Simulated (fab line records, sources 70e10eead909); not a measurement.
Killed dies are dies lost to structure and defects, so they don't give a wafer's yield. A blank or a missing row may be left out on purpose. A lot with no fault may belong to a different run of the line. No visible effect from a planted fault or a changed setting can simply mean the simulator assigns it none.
fab line records -- flow nand-harc
record lots=5, wafers=15, last-day=33
route steps=1302 shown A_SOURCE_PLATE@416 A_ONON_D1@424 END@1302
lots that met no fault: from a run of the same line without faults
start-h: hours from the record's opening day to when the first of the lot's shown wafers began -- wait-h: hours since the lot's step before -- " unchanged from the row above -- L1.1+2: a row that stands for several wafers -- - value missing, or start not given -- * or withheld: withheld -- < > ~ a bound
route shown NAME@n: NAME is a module with steps in the file, n the number in the route of the first one -- usual: average and standard deviation across the fault-free wafers -- same: alike in all rows -- chamber/n: place in a boat -- sites: per-site readings -- _std_site: how widely they spread, as a standard deviation -- _edge_site: the outer-site mean with the inner-site mean subtracted -- radius-mm: for every site, how far away it sits from the centre of the wafer -- mask NAME#n: copy n -- behind: the last tool/chamber to shape the wafer -- hold: why the lot went on hold/how many hours it stayed there/how the hold came to an end -- device: whichever transistor did not switch (one of n, p or np) -- end of line: the tests these same wafers got at the end of their route -- a step given without rows: its recipe and nothing more -- killed: dies lost to structure and defects at the first sort, not the wafer's yield -- map: per-die view of a wafer (x killed, . not killed, _ where there is no die)
set.NAME: setting as actually run; set.NAME@STEP: the setting as run at that earlier step -- model.NAME: the simulator's own value behind a step, which no gauge read
lots at selected steps of the route; one table per step, one row per wafer
services: the hour from which a tool's chamber was out of use, counted from the record's first day as start-h (under 0 if before that day), plus the number of hours and why
## steps
# step NHARC_A_SOURCE_PLATE_THK_MEAS_09
# recipe thk-meas-gauge=ellipsometry
# usual thk-nm=9.6/0.98
lot.wafer,tool,chamber,start-h,wait-h,thk-nm
L678.2,film-metro-01,-,140.47,0.4,9.6
L678.4,film-metro-01,-,140.47,0.4,9.8
L678.6,film-metro-01,-,140.47,0.4,7.6
L684.2,film-metro-02,-,201.29,0.4,10.5
L684.3,film-metro-02,-,201.29,0.4,11.6
L684.6,film-metro-02,-,201.29,0.4,8.9
L685.1,film-metro-02,-,216.76,0.4,10.3
L685.4,film-metro-02,-,216.76,0.4,9.6
L685.5,film-metro-02,-,216.76,0.4,10.1
L692.2,film-metro-01,-,299.09,0.4,9.8
L692.4,film-metro-01,-,299.09,0.4,9.0
L692.6,film-metro-01,-,299.09,0.4,10.0
L700.2,film-metro-02,-,362.02,0.4,9.8
L700.3,film-metro-02,-,362.02,0.4,9.4
L700.5,film-metro-02,-,362.02,0.4,9.5
# step NHARC_A_SOURCE_PLATE_PVD_04
# recipe target-thk-a=500, material=WSi2
# step NHARC_A_SOURCE_PLATE_CVD_03
# recipe target-thk-a=2000, temp-c=620, pressure-mtorr=200, time-s=4000, material=poly-Si
# step NHARC_A_SOURCE_PLATE_ANNEAL_05
# recipe temp-c=850, time-s=1800
# step NHARC_A_SOURCE_PLATE_THK_MEAS_06
# recipe thk-meas-gauge=ellipsometry
# usual thk-nm=199.9/2.3
lot.wafer,tool,chamber,start-h,wait-h,thk-nm
L678.2,film-metro-02,-,153.05,0.4,203.6
L678.4,film-metro-02,-,153.05,0.4,199.1
L678.6,film-metro-02,-,153.05,0.4,201.8
L684.2,film-metro-01,-,213.84,0.4,199.0
L684.3,film-metro-01,-,213.84,0.4,199.3
L684.6,film-metro-01,-,213.84,0.4,200.7
L685.1,film-metro-01,-,229.85,0.4,198.9
L685.4,film-metro-01,-,229.85,0.4,196.8
L685.5,film-metro-01,-,229.85,0.4,200.8
L692.2,film-metro-02,-,313.98,0.4,204.2
L692.4,film-metro-02,-,313.98,0.4,203.7
L692.6,film-metro-02,-,313.98,0.4,205.2
L700.2,film-metro-01,-,374.91,0.4,202.0
L700.3,film-metro-01,-,374.91,0.4,202.6
L700.5,film-metro-01,-,374.91,0.4,198.6
# step NHARC_A_SOURCE_PLATE_INSPECT_08
# usual raw-defect-count=57/20
lot.wafer,tool,chamber,start-h,wait-h,raw-defect-count
L678.2,defect-inspect-02,-,153.12,0.0,54
L678.4,defect-inspect-02,-,153.12,0.0,57
L678.6,defect-inspect-02,-,153.12,0.0,36
L684.2,defect-inspect-02,-,213.93,0.0,74
L684.3,defect-inspect-02,-,213.93,0.0,68
L684.6,defect-inspect-02,-,213.93,0.0,51
L685.1,defect-inspect-01,-,229.95,0.0,54
L685.4,defect-inspect-01,-,229.95,0.0,69
L685.5,defect-inspect-01,-,229.95,0.0,29
L692.2,defect-inspect-01,-,314.04,0.0,73
L692.4,defect-inspect-01,-,314.04,0.0,61
L692.6,defect-inspect-01,-,314.04,0.0,59
L700.2,defect-inspect-02,-,374.97,0.0,21
L700.3,defect-inspect-02,-,374.97,0.0,53
L700.5,defect-inspect-02,-,374.97,0.0,30
# step NHARC_A_ONON_D1_DEP_00
# recipe target-thk-a=10000, n2-flow-sccm=2750, n2o-flow-sccm=2000, nh3-flow-sccm=500, sih4-flow-sccm=210, temp-c=400
# step NHARC_A_ONON_D1_THK_MEAS_02
# recipe thk-meas-gauge=ellipsometry
# usual thk-nm=997/12
lot.wafer,tool,chamber,start-h,wait-h,thk-nm
L678.2,film-metro-02,-,153.69,-,1009
L678.4,film-metro-02,-,153.69,-,1008
L678.6,film-metro-02,-,153.69,-,1009
L684.2,film-metro-01,-,214.51,-,973
L684.3,film-metro-01,-,214.51,-,974
L684.6,film-metro-01,-,214.51,-,973
L685.1,film-metro-01,-,230.53,-,1000
L685.4,film-metro-01,-,230.53,-,999
L685.5,film-metro-01,-,230.53,-,996
L692.2,film-metro-02,-,314.61,-,980
L692.4,film-metro-02,-,314.61,-,981
L692.6,film-metro-02,-,314.61,-,978
L700.2,film-metro-01,-,375.55,-,977
L700.3,film-metro-01,-,375.55,-,980
L700.5,film-metro-01,-,375.55,-,980
# step NHARC_A_ONON_D1_DEP_03
# recipe target-thk-a=10000, n2-flow-sccm=2750, n2o-flow-sccm=2000, nh3-flow-sccm=500, sih4-flow-sccm=210, temp-c=400
# step NHARC_A_ONON_D1_THK_MEAS_05
# recipe thk-meas-gauge=ellipsometry
# usual thk-nm=1000/9.7
lot.wafer,tool,chamber,start-h,wait-h,thk-nm
L678.2,film-metro-02,-,154.25,-,974
L678.4,film-metro-02,-,154.25,-,973
L678.6,film-metro-02,-,154.25,-,972
L684.2,film-metro-02,-,215.07,-,1003
L684.3,film-metro-02,-,215.07,-,1001
L684.6,film-metro-02,-,215.07,-,1002
L685.1,film-metro-01,-,231.09,-,993
L685.4,film-metro-01,-,231.09,-,993
L685.5,film-metro-01,-,231.09,-,994
L692.2,film-metro-01,-,315.18,-,991
L692.4,film-metro-01,-,315.18,-,992
L692.6,film-metro-01,-,315.18,-,991
L700.2,film-metro-01,-,376.11,-,1004
L700.3,film-metro-01,-,376.11,-,1005
L700.5,film-metro-01,-,376.11,-,1003
# step NHARC_A_ONON_D1_DEP_06
# recipe target-thk-a=10000, n2-flow-sccm=2750, n2o-flow-sccm=2000, nh3-flow-sccm=500, sih4-flow-sccm=210, temp-c=400
lot.wafer,tool,chamber,start-h,wait-h
L678.2+4+6,pecvd-onon-01,0,154.36,0.1
L684.2+3+6,pecvd-onon-04,0,215.19,0.1
L685.1+4+5,pecvd-onon-01,0,231.15,0.1
L692.2+4+6,pecvd-onon-02,0,315.29,0.1
L700.2+3+5,pecvd-onon-04,0,376.22,0.1
# step NHARC_A_ONON_D1_THK_MEAS_08
# recipe thk-meas-gauge=ellipsometry
# usual thk-nm=1001/11
lot.wafer,tool,chamber,start-h,wait-h,thk-nm
L678.2,film-metro-01,-,154.82,-,973
L678.4,film-metro-01,-,154.82,-,975
L678.6,film-metro-01,-,154.82,-,975
L684.2,film-metro-02,-,215.64,-,988
L684.3,film-metro-02,-,215.64,-,989
L684.6,film-metro-02,-,215.64,-,990
L685.1,film-metro-02,-,231.67,-,1001
L685.4,film-metro-02,-,231.67,-,1002
L685.5,film-metro-02,-,231.67,-,318
L692.2,film-metro-02,-,315.75,-,1004
L692.4,film-metro-02,-,315.75,-,1006
L692.6,film-metro-02,-,315.75,-,1005
L700.2,film-metro-01,-,376.68,-,1001
L700.3,film-metro-01,-,376.68,-,1001
L700.5,film-metro-01,-,376.68,-,1002
# step NHARC_A_ONON_D1_DEP_09
# recipe target-thk-a=10000, n2-flow-sccm=2750, n2o-flow-sccm=2000, nh3-flow-sccm=500, sih4-flow-sccm=210, temp-c=400
# step NHARC_END_SORT_01
# recipe temp-c=25
# usual killed-at-array=64/20, killed-at-other=0.7/1.1, killed-at-periphery=3.6/2.7, killed-dies=68/20, killed-open=2.8/1.9, killed-short=2.3/1.5
# same gross-dies=677
lot.wafer,tool,chamber,start-h,wait-h,killed-at-array,killed-at-other,killed-at-periphery,killed-dies,killed-open,killed-short
L685.5,prober-02,0,648.79,3.7,674,1,2,677,8,2
# killed by level:class
L685.5 A_ONON_D1:area-dep=589 A_CHANNEL_HOLE_D1:chamber-film-flake=30 A_SLIT:chamber-film-flake=27 A_CHANNEL_HOLE_D2:chamber-film-flake=7 A_CONTACT:chamber-film-flake=4 A_CHANNEL_FILL_D2:chamber-film-flake=3 A_STAIRCASE:chamber-film-flake=3 A_M0:geometric-particle:open=2
# map L685.5 (x killed, . not)
____________x____________
_________xxxxxxx_________
_______xxxxxxxxxxx_______
______xxxxxxxxxxxxx______
_____xxxxxxxxxxxxxxx_____
____xxxxxxxxxxxxxxxxx____
____xxxxxxxxxxxxxxxxx____
___xxxxxxxxxxxxxxxxxxx___
___xxxxxxxxxxxxxxxxxxx___
__xxxxxxxxxxxxxxxxxxxxx__
__xxxxxxxxxxxxxxxxxxxxx__
_xxxxxxxxxxxxxxxxxxxxxxx_
_xxxxxxxxxxxxxxxxxxxxxxx_
_xxxxxxxxxxxxxxxxxxxxxxx_
_xxxxxxxxxxxxxxxxxxxxxxx_
_xxxxxxxxxxxxxxxxxxxxxxx_
xxxxxxxxxxxxxxxxxxxxxxxxx
xxxxxxxxxxxxxxxxxxxxxxxxx
xxxxxxxxxxxxxxxxxxxxxxxxx
xxxxxxxxxxxxxxxxxxxxxxxxx
xxxxxxxxxxxxxxxxxxxxxxxxx
_xxxxxxxxxxxxxxxxxxxxxxx_
_xxxxxxxxxxxxxxxxxxxxxxx_
_xxxxxxxxxxxxxxxxxxxxxxx_
_xxxxxxxxxxxxxxxxxxxxxxx_
_xxxxxxxxxxxxxxxxxxxxxxx_
__xxxxxxxxxxxxxxxxxxxxx__
__xxxxxxxxxxxxxxxxxxxxx__
___xxxxxxxxxxxxxxxxxxx___
___xxxxxxxxxxxxxxxxxxx___
____xxxxxxxxxxxxxxxxx____
____xxxxxxxxxxxxxxxxx____
_____xxxxxxxxxxxxxxx_____
______xxxxxxxxxxxxx______
_______xxxxxxxxxxx_______
_________xxxxxxx_________
____________x____________
# map L678.2 (x killed, . not)
____________.____________
_________......._________
_______..........._______
______...........x.______
_____..............._____
____.................____
____x................____
___..x................___
___...................___
__.....................__
__..x..................__
_......................._
_.x.x....x.......x......_
_.xxxx.................._
_xxxx..................._
_xxxxxxx..x............._
.xxxxx.........x.......x.
.xxxxx...................
xxxxxxx..................
..xx.x..............xxx..
...xxx...................
_.....x............x..x._
_..............x........_
_......................._
_......................._
_.................x....._
__.....x...............__
__.....................__
___...................___
___...................___
____.x............x..____
____.................____
_____........x......_____
______.............______
_______..........._______
_________......._________
____________.____________
## services
tool,chamber,start-h,hours,kind
pecvd-onon-02,-,185.00,13.0,pm
pecvd-onon-01,-,269.34,13.0,pm
pecvd-onon-02,-,298.05,13.9,repair
pecvd-onon-04,-,311.11,13.0,pm
pecvd-onon-02,-,366.00,13.0,pm
## key
first-sign step=NHARC_A_ONON_D1_THK_MEAS_08, reading=thk-nm, direction=down, sigmas=63, usual=1001, struck=318
effect step=NHARC_END_SORT_01, reading=killed-dies, direction=up, sigmas=31, usual=68, struck=677
more-kills-born-at NHARC_A_ONON_D1_DEP_06@pecvd-onon-01=589
met-at NHARC_A_ONON_D1_DEP_06
struck-wafers L685.5
later-rows-left-out L685.5
tester-left-out L685
onset-between 154.36 231.15
fault kind=process-parameter-drift, tool=pecvd-onon-01, chamber=-, onset-h=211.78, steps=NHARC_A_ONON_D1_DEP_06, channel=target-thk-a, offset=*, shape=step, end-h=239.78, scope=struck-wafers-only, acts-in=*, stated=*
# tester-left-out: of these lots the tester's yield and bins aren't shown, on N5 and GAA mostly nor the transistor test; their killed dies are dies lost to structure and defects alone, not to doping, threshold or leakage, so they don't give the yield
# later-rows-left-out: the simulator's readings of these wafers behind a module that went badly wrong aren't trusted and aren't shown, but for the sort
